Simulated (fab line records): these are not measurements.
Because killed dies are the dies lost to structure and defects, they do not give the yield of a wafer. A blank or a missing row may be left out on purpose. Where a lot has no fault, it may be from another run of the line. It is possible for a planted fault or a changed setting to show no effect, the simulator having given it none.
Which tool is to blame?	flow nand-harc	21 wafers from 7 lots sampled at 2 of the route's 1302 steps

WHAT THE GAUGES SHOWED, per wafer
NHARC_A_BONDPAD_THK_MEAS_20: measures by xrf.
lot	measured	on	thk-nm (nm)
L753	day 24 01:16	film-metro-02	169.2 166.3 167.4
L754	day 24 08:23	film-metro-01	170.0 172.7 169.0
L762	day 27 23:14	film-metro-01	168.9 169.8 171.1
L765	day 29 00:21	film-metro-01	168.4 169.0 168.5
L770	day 31 08:27	film-metro-02	169.6 168.9 168.9
L773	day 31 17:20	film-metro-02	170.7 170.4 170.1
L774	day 33 14:11	film-metro-01	167.8 167.3 169.7

TOOL THAT RAN EACH LOT (tool first, then ch and the chambers of the sampled wafers, then the start)
lot	NHARC_A_BONDPAD_ANNEAL_28
L753	rtp-anneal-01 ch 0, day 24 00:36
L754	rtp-anneal-02 ch 0, day 24 07:46
L762	rtp-anneal-01 ch 0, day 27 22:34
L765	rtp-anneal-01 ch 0, day 28 23:44
L770	rtp-anneal-01 ch 0, day 31 07:47
L773	rtp-anneal-02 ch 0, day 31 16:46
L774	rtp-anneal-01 ch 0, day 33 13:34
- NHARC_A_BONDPAD_ANNEAL_28: time 90 s.

THE ANSWER, worked out from the rows above alone
Rule: the usual values come from the lots themselves. Put in order of their means at a reading, lots are off if they are a third of the lots or fewer, leave a main group of 4 or more, and stand apart from it by a gap of 3 or more times the standard deviation of the main group's means; of several such gaps the widest counts. A main group is skipped when, at the precision printed for the reading in the tables above, its means are all equal. Also off: a lot with no number at a reading for which 4 or more lots have one. The other lots that the step has rows for count as sound.
Across all readings shown, no lot is off: no conclusion can be drawn from this.

WHAT THE SIMULATOR HAD PUT IN
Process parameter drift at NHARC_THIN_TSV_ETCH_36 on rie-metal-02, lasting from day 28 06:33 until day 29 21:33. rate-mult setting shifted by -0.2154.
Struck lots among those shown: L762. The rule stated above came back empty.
